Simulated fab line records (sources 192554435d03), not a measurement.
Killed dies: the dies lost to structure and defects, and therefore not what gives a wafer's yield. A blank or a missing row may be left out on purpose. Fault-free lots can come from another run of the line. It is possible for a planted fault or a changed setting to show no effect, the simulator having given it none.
One fault seen from 2 desks | flow n5Finfet | every desk sees just its own numbers, and what lay behind them comes last

## AT THE TOOL OWNER'S DESK: rieDiel-05
The tool's own readings at N5_DUMMY_GATE_ETCH_31 (etches SiO2 in C4F6/O2, target depth 82.5 nm, time 27.5 s): means of the sampled wafers that have a number, for each lot that ran on this tool. Marked OUT: a lot whose mean sits more than 4 standard deviations from the usual mean, which makes it out of limits; the brackets give that distance. Readings shown: 7 out of 8 (the first out of limits, and those lying furthest out on some lot).
Columns: A = drypumpMotorCurrentA at N5_DUMMY_GATE_ETCH_31, usual 5.9 A; B = oes_f_703_au at N5_DUMMY_GATE_ETCH_31, usual 0.75 a.u.; C = oes_o_777_au at N5_DUMMY_GATE_ETCH_31, usual 0.75 a.u.; D = oesProductAu at N5_DUMMY_GATE_ETCH_31, usual 0.74 a.u.; E = rfFwdPowerW at N5_DUMMY_GATE_ETCH_31, usual 342.0 W; F = rfVppV at N5_DUMMY_GATE_ETCH_31, usual 665 V; G = throttleValvePct at N5_DUMMY_GATE_ETCH_31, usual 21.26 %
lot  | first seen here | A   | B               | C    | D    | E               | F              | G
L758 | day 3 22:05     | 6.3 | 0.95            | 0.92 | 0.77 | 424.4 (+48) OUT | 603 (-6.2) OUT | 21.29
L759 | day 4 05:55     | 6.2 | 0.97 (+4.4) OUT | 0.94 | 0.78 | 423.8 (+48) OUT | 605 (-6.0) OUT | 21.08
L770 | day 7 04:29     | 6.3 | 0.71            | 0.72 | 0.70 | 341.3           | 672            | 21.29
L772 | day 7 15:19     | 6.2 | 0.73            | 0.73 | 0.71 | 342.5           | 664            | 21.19
L774 | day 8 00:23     | 6.3 | 0.71            | 0.71 | 0.69 | 341.8           | 672            | 21.29
L775 | day 8 06:49     | 6.2 | 0.73            | 0.73 | 0.71 | 342.4           | 665            | 21.35
Finding of this desk: L758, L759 out of limits; the first was L758 at day 3 22:05, on rfFwdPowerW at N5_DUMMY_GATE_ETCH_31. L770, L772, L774, L775 stayed within limits.

## AT THE METROLOGY DESK
What the gauges read for every lot (on any tool): the sampled wafers with a number, averaged. Marked OUT: a lot whose mean sits more than 4 standard deviations from the usual mean, which makes it out of limits; the brackets give that distance. Of its 12 readings 7 are shown: those that lie furthest out on some lot.
Columns: A = thkNm at N5_DUMMY_GATE_THK_MEAS_05, usual 71.8 nm; B = IOFF_N at N5_BEOL_M4_RC_MEAS_101, usual 0.15 nA/um; C = IOFF_P at N5_BEOL_M4_RC_MEAS_101, usual 0.20 nA/um; D = ION_P at N5_BEOL_M4_RC_MEAS_101, usual 460 uA/um; E = SS_P at N5_BEOL_M4_RC_MEAS_101, usual 73.2 mV/dec; F = VT_N at N5_BEOL_M4_RC_MEAS_101, usual 250 mV; G = VT_P at N5_BEOL_M4_RC_MEAS_101, usual -251 mV
lot  | first seen here | A    | B    | C    | D   | E    | F   | G
L758 | day 3 17:02     | 72.0 | 0.20 | 0.28 | 465 | 74.2 | 246 | -242
L759 | day 4 00:55     | 72.2 | 0.14 | 0.17 | 458 | 73.0 | 250 | -255
L770 | day 6 21:38     | 71.1 | 0.14 | 0.17 | 460 | 73.1 | 251 | -254
L771 | day 7 01:04     | 73.0 | 0.14 | 0.21 | 455 | 72.5 | 251 | -248
L772 | day 7 10:20     | 70.7 | 0.14 | 0.17 | 451 | 73.2 | 254 | -257
L773 | day 7 14:41     | 72.4 | 0.16 | 0.22 | 466 | 73.4 | 250 | -248
L774 | day 7 19:25     | 72.1 | 0.14 | 0.20 | 458 | 73.0 | 250 | -251
L775 | day 8 01:46     | 71.5 | 0.15 | 0.19 | 460 | 73.9 | 253 | -253
L777 | day 8 12:00     | 72.0 | 0.15 | 0.19 | 461 | 73.1 | 251 | -252
This desk's finding: nothing out of limits on any of the 9 lots.

## ALL TOGETHER
The tool owner's desk could have raised an alarm at day 3 22:05, on L758, L759.
From the metrology desk's view, nothing was out of limits.
The metrology desk holds a record of L758, L759, inside its limits.
The lots listed all ran N5_DUMMY_GATE_ETCH_31 on rieDiel-05.

## WHAT THE SIMULATOR HAD PUT IN
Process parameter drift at N5_DUMMY_GATE_ETCH_31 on rieDiel-05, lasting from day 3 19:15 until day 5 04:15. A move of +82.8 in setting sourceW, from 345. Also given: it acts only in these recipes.
Struck lots among those shown: L758, L759.
How many hours passed from the start of the fault until each desk's first out-of-limits reading: the tool owner's desk, 3.
